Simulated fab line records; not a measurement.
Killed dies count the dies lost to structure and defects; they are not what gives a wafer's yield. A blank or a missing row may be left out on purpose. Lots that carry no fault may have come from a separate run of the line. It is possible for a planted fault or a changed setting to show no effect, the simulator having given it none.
Chamber matching || flow nandHarc || 4 sister chambers for NHARC_A_STAIRCASE_ETCH_444 on rieDiel-12
The step etches the open film in C4F8/O2, target depth 20400 nm, time 6800 s. 4 wafers are shown with their chamber, then 7 later ones without.

== WAFERS, EACH WITH ITS CHAMBER ==
{"wafer": "L083.1", "chamber": 0, "rfVppV (V)": 805}
{"wafer": "L083.2", "chamber": 2, "rfVppV (V)": 808}
{"wafer": "L083.3", "chamber": 3, "rfVppV (V)": 808}
{"wafer": "L083.5", "chamber": 1, "rfVppV (V)": 806}

== WAFERS WITH NO CHAMBER GIVEN ==
{"wafer": "L083.6", "rfVppV (V)": 807}
{"wafer": "L088.1", "rfVppV (V)": 806}
{"wafer": "L088.3", "rfVppV (V)": 809}
{"wafer": "L088.5", "rfVppV (V)": 806}
{"wafer": "L092.1", "rfVppV (V)": 805}
{"wafer": "L092.4", "rfVppV (V)": 809}
{"wafer": "L092.6", "rfVppV (V)": 805}

== WHICH CHAMBER EACH ONE RAN IN ==
{"wafer": "L083.6", "from the rows above": "can't be placed: 1 or 2 or 3 or 0", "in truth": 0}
{"wafer": "L088.1", "from the rows above": "can't be placed: 1 or 0", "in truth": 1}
{"wafer": "L088.3", "from the rows above": "can't be placed: 2 or 3", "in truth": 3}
{"wafer": "L088.5", "from the rows above": "can't be placed: 1 or 0", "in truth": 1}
{"wafer": "L092.1", "from the rows above": "can't be placed: 0 or 1", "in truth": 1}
{"wafer": "L092.4", "from the rows above": "can't be placed: 2 or 3", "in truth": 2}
{"wafer": "L092.6", "from the rows above": "can't be placed: 0 or 1", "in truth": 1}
Correctly placed: 0 of 7. Unplaceable from these rows: 7, with the true chamber sitting among the candidates in 7. 0 placed wrongly.
How it was worked out, from the rows above alone: a wafer's distance from a chamber is the root of the sum, over the readings, of the square of ((its reading less the chamber's mean) divided by the reading's scatter). If the next closest chamber is less than 2 further off than the closest, the wafer can't be placed; otherwise it belongs to the closest. Each chamber's mean is taken over the wafers shown for it. The scatter: root of mean squared gap, hidden wafer to nearest shown wafer, with one shown wafer a chamber.
